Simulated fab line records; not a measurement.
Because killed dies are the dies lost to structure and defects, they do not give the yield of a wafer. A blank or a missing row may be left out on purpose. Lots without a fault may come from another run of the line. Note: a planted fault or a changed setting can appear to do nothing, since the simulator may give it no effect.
A struck lot beside a sound one -- flow n5Finfet -- 15 steps out of a route of 1938
Sound: wafers L684.3, L684.4, L684.6. Struck: wafer L676.4 (left out: L676.2, L676.5 of the same lot, which were not struck); the cause appears at the end.
Order at every step that has rows: each side's tool, ch and its chambers, its first start. Under that, the readings that differ: sound wafers -- struck wafers -- difference of the means -- sigmas: that difference in standard deviations of wafers without a fault.
alike: words and numbers the same on both sides, and readings whose means are apart by under 2 such deviations; not compared: readings that were withheld, readings missing a value for some wafer, numbers with overlapping values and no deviation given by the record, and bounds like >300 which may hide the same value.
A row with sigmas, a row that says differs or no value, or rows on one side alone: a step with any of these is where the two part. When numbers do not overlap yet have no deviation, they are printed without sigmas and do not part them. A reading missing from all wafers of one side parts the sides only when that side holds two or more wafers.

first, 7 steps without rows for these wafers: N5_MIM_BOT_LITHO_COAT_02; N5_MIM_BOT_LITHO_EBR_04; N5_MIM_BOT_LITHO_SOFTBAKE_03 (time 90 s); N5_MIM_BOT_LITHO_EXPOSE_05 (exposes mask MIM BOT); N5_MIM_BOT_LITHO_PEB_06; N5_MIM_BOT_LITHO_DEVELOP_07 (develop time 60 s); N5_MIM_BOT_LITHO_HARDBAKE_09 (time 120 s).
N5_MIM_BOT_LITHO_CD_MEAS_08 targets a cd of 3000 nm.
  sound on cdSem-01 ch 0, day 16 20:36; struck on cdSem-03 ch 0, day 15 05:50
  alike: cdNm
N5_MIM_BOT_LITHO_OVL_MEAS_11:
  sound on overlay-02 ch 0, day 16 20:38; struck on overlay-02 ch 0, day 15 05:52
  alike: MIM_BOT_OVL
N5_MIM_BOT_LITHO_INSPECT_12: inspects for defects (macro).
  sound: defectInspect-01 at day 16 20:40; struck: defectInspect-02 at day 15 05:53
reading,sound,struck,difference,sigmas
rawDefectCount,0 6 4,0,-3,-2
N5_MIM_BOT_LITHO_DESCUM_10: chemistry O2, time 7.9 s.
  sound on rieDiel-05 ch 0,2,3, day 16 20:41; struck on rieDiel-05 ch 1, day 15 05:56
reading,sound,struck,difference,sigmas
rfVppV (V),245.2 246.5 244.7,240.8,-4.7,-3
showerheadPlenumPTorr (Torr),2.15 2.21 2.13,1.90,-0.26,-3
  alike: drypumpMotorCurrentA, oesProductAu, throttleValvePct
  not compared: rfHoursCounterH
N5_MIM_BOT_ETCH_ETCH_04: etches SiNx in CF4/O2, target depth 26 nm, time 13 s.
  sound on rieDiel-05 ch 0,2,3, day 16 20:45; struck on rieDiel-05 ch 1, day 15 05:59
reading,sound,struck,difference,sigmas
showerheadPlenumPTorr (Torr),2.26 2.32 2.24,2.03,-0.24,-2
  alike: drypumpMotorCurrentA, oesProductAu, rfVppV, throttleValvePct
  not compared: rfHoursCounterH
N5_MIM_BOT_ETCH_ETCH_03: etches the open film in Cl2/BCl3, target depth 12 nm.
  sound on rieMetal-01 ch 0,1, day 16 20:52; struck on rieMetal-03 ch 1, day 15 06:05
reading,sound,struck,difference,sigmas
oesProductAu (a.u.),0.94 0.67 0.66,1.09,+0.33,+3
model.etch.depthNm (nm),12.05 12.15 12.04,18.18,+6.10,
model.MIM_BOT_ETCH.cdOffsetNm (nm),-0.2 0 0,-2.6,-2.5,
  alike: drypumpMotorCurrentA, throttleValvePct
  not compared: rfHoursCounterH, model.coat_of_MIM_BOT_LITHO_COAT_02.thkNm
N5_MIM_BOT_ETCH_ETCH_00: etches TiN in Cl2/BCl3, target depth 45.5 nm.
  sound on rieMetal-01 ch 0,1, day 16 20:58; struck on rieMetal-03 ch 1, day 15 06:10
reading,sound,struck,difference,sigmas
model.MIM_BOT_ETCH.cdOffsetNm (nm),-0.2 0 0,-2.8,-2.7,
  alike: drypumpMotorCurrentA, oesProductAu, throttleValvePct
  not compared: rfHoursCounterH, model.coat_of_MIM_BOT_LITHO_COAT_02.thkNm
N5_MIM_BOT_ETCH_STRIP_01: strips in O2.
  sound on rieDiel-02 ch 0,2, day 16 21:04; struck on rieDiel-05 ch 0, day 15 06:19
  alike: drypumpMotorCurrentA, oesProductAu, rfVppV, showerheadPlenumPTorr, throttleValvePct
  not compared: rfHoursCounterH

== WHERE THEY PART ==
Last at N5_MIM_BOT_ETCH_ETCH_03 as far as this record goes, first at N5_MIM_BOT_LITHO_INSPECT_12. Later steps at which nothing parts them and some readings are alike: N5_MIM_BOT_ETCH_ETCH_00, N5_MIM_BOT_ETCH_STRIP_01.

WHY: what the simulator had put in
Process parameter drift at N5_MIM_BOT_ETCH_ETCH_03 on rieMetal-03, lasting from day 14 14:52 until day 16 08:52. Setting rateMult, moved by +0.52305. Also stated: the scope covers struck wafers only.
